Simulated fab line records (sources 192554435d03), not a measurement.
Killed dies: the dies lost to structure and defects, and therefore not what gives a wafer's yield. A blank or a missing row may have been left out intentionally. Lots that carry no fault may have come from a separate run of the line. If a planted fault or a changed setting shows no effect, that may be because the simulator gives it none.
Matching of chambers -- flow n5 finfet -- N5_BEOL_M3_VIA_ETCH_34 on rie diel-01: 4 sister chambers
The step etches the open film in C4F6/O2, target depth 69.4 nm, time 65.9 s. 16 wafers are shown with their chamber, then 8 later ones without.

EACH WAFER AND ITS CHAMBER
wafer,chamber,drypump motor current A (A),rf vpp V (V),throttle valve pct (%)
L076.1,2,5.4,683,30.9
L076.3,0,5.1,651,30.7
L076.5,3,6.3,662,30.7
L077.1,3,6.3,660,30.7
L077.3,0,5.1,650,30.7
L077.6,3,6.4,659,30.7
L078.1,0,5.1,650,30.7
L078.3,3,6.4,661,30.7
L078.6,2,5.4,681,31.0
L080.1,3,6.4,659,30.7
L080.3,0,5.1,651,30.7
L080.5,2,5.4,681,30.9
L087.1,1,5.6,621,30.2
L087.3,2,5.4,680,31.0
L087.6,0,5.1,650,30.7
L091.2,2,5.4,681,31.0

SIGNATURES (means of the wafers above)
reading,chamber 0,chamber 1,chamber 2,chamber 3,scatter within a chamber
drypump motor current A,5.100,5.600,5.400,6.360,0.0316
rf vpp V,650.40,621.00,681.20,660.20,1.03
throttle valve pct,30.700,30.200,30.960,30.700,0.0316
Rule: distance of a wafer from a chamber = root of the sum over the readings of ((wafer's reading minus chamber's mean) / reading's scatter) squared. The wafer belongs to the nearest chamber; if the next one is less than 2 further off, it can't be placed. How the scatter is found: for the shown wafers, subtract from each reading the mean of its chamber, square and add these, divide the total by (wafers less chambers), then take the root.

WAFERS MISSING THEIR CHAMBER
wafer,drypump motor current A (A),rf vpp V (V),throttle valve pct (%)
L091.3,5.7,619,30.2
L091.4,5.1,649,30.7
L093.2,5.4,681,31.0
L093.4,5.7,622,30.2
L093.5,5.4,682,31.0
L092.2,5.1,650,30.7
L092.5,5.4,681,31.0
L092.6,5.1,650,30.7

EACH ONE'S CHAMBER
wafer,from the rows above,in truth
L091.3,1,1
L091.4,0,0
L093.2,2,2
L093.4,1,1
L093.5,2,2
L092.2,0,0
L092.5,2,2
L092.6,0,0
Correct placement for 8 of the 8. Can't be placed from these rows: 0. Placed wrongly: 0.
